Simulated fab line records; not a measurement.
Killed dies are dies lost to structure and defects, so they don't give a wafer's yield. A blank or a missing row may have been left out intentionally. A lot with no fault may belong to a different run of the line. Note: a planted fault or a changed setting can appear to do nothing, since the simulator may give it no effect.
Matching of chambers | flow n5 finfet | N5_BEOL_M2_DEP_57 on pecvd-04 has 3 sister chambers
The step deposits SiCN from 3MS/NH3, target thk 8 nm, time 14 s. 24 wafers are shown with their chamber, then 12 later ones without.

## EACH WAFER AND ITS CHAMBER
wafer  | chamber | showerhead plenum p Torr (Torr) | throttle valve pct (%)
L074.1 | 2       | 3.665                           | 8.3
L074.3 | 0       | 3.646                           | 8.6
L074.5 | 2       | 3.667                           | 8.7
L076.1 | 0       | 3.652                           | 8.6
L076.3 | 2       | 3.668                           | 8.7
L076.6 | 2       | 3.674                           | 8.7
L078.2 | 1       | 3.674                           | 8.5
L078.4 | 2       | 3.664                           | 8.5
L078.5 | 1       | 3.677                           | 8.4
L080.1 | 0       | 3.644                           | 8.4
L080.2 | 2       | 3.664                           | 8.6
L080.6 | 2       | 3.674                           | 8.4
L084.1 | 2       | 3.669                           | 8.5
L084.3 | 0       | 3.650                           | 8.5
L084.4 | 0       | 3.645                           | 8.2
L085.3 | 2       | 3.671                           | 8.3
L085.5 | 2       | 3.662                           | 8.7
L085.6 | 0       | 3.649                           | 8.5
L087.2 | 1       | 3.666                           | 8.8
L087.4 | 0       | 3.643                           | 8.4
L087.6 | 1       | 3.675                           | 8.7
L088.2 | 0       | 3.637                           | 8.2
L088.3 | 1       | 3.667                           | 8.8
L088.5 | 1       | 3.676                           | 8.6

SIGNATURES (averages over the wafers above)
reading                  | chamber 0 | chamber 1 | chamber 2 | scatter within a chamber
showerhead plenum p Torr | 3.64575   | 3.67250   | 3.66780   | 0.00452
throttle valve pct       | 8.425     | 8.633     | 8.540     | 0.162
Rule: for a wafer and a chamber, the distance is found by dividing, reading by reading, the gap between the wafer's reading and the chamber's mean by the reading's scatter, squaring, summing and taking the root. If the next closest chamber is less than 2 further off than the closest, the wafer can't be placed; otherwise it belongs to the closest. The scatter: the root of (the sum of the squares of (reading less its chamber's mean) over the shown wafers, divided by (wafers less chambers)).

## WAFERS WITHOUT THEIR CHAMBER
wafer  | showerhead plenum p Torr (Torr) | throttle valve pct (%)
L091.2 | 3.640                           | 8.5
L091.4 | 3.683                           | 8.5
L091.6 | 3.665                           | 8.3
L090.1 | 3.690                           | 8.3
L090.5 | 3.671                           | 8.5
L090.6 | 3.640                           | 8.4
L092.2 | 3.679                           | 9.0
L092.5 | 3.675                           | 8.5
L092.6 | 3.667                           | 8.4
L093.3 | 3.642                           | 8.6
L093.4 | 3.679                           | 8.7
L093.5 | 3.671                           | 8.7

## EACH ONE'S CHAMBER
wafer  | from the rows above     | in truth
L091.2 | 0                       | 0
L091.4 | can't be placed: 1 or 2 | 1
L091.6 | can't be placed: 2 or 1 | 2
L090.1 | can't be placed: 1 or 2 | 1
L090.5 | can't be placed: 2 or 1 | 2
L090.6 | 0                       | 0
L092.2 | can't be placed: 1 or 2 | 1
L092.5 | can't be placed: 1 or 2 | 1
L092.6 | can't be placed: 2 or 1 | 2
L093.3 | 0                       | 0
L093.4 | can't be placed: 1 or 2 | 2
L093.5 | can't be placed: 1 or 2 | 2
Correct placement for 3 of the 12. These rows do not allow placing 9 (true chamber among the candidates in 9). Wrongly placed: 0.
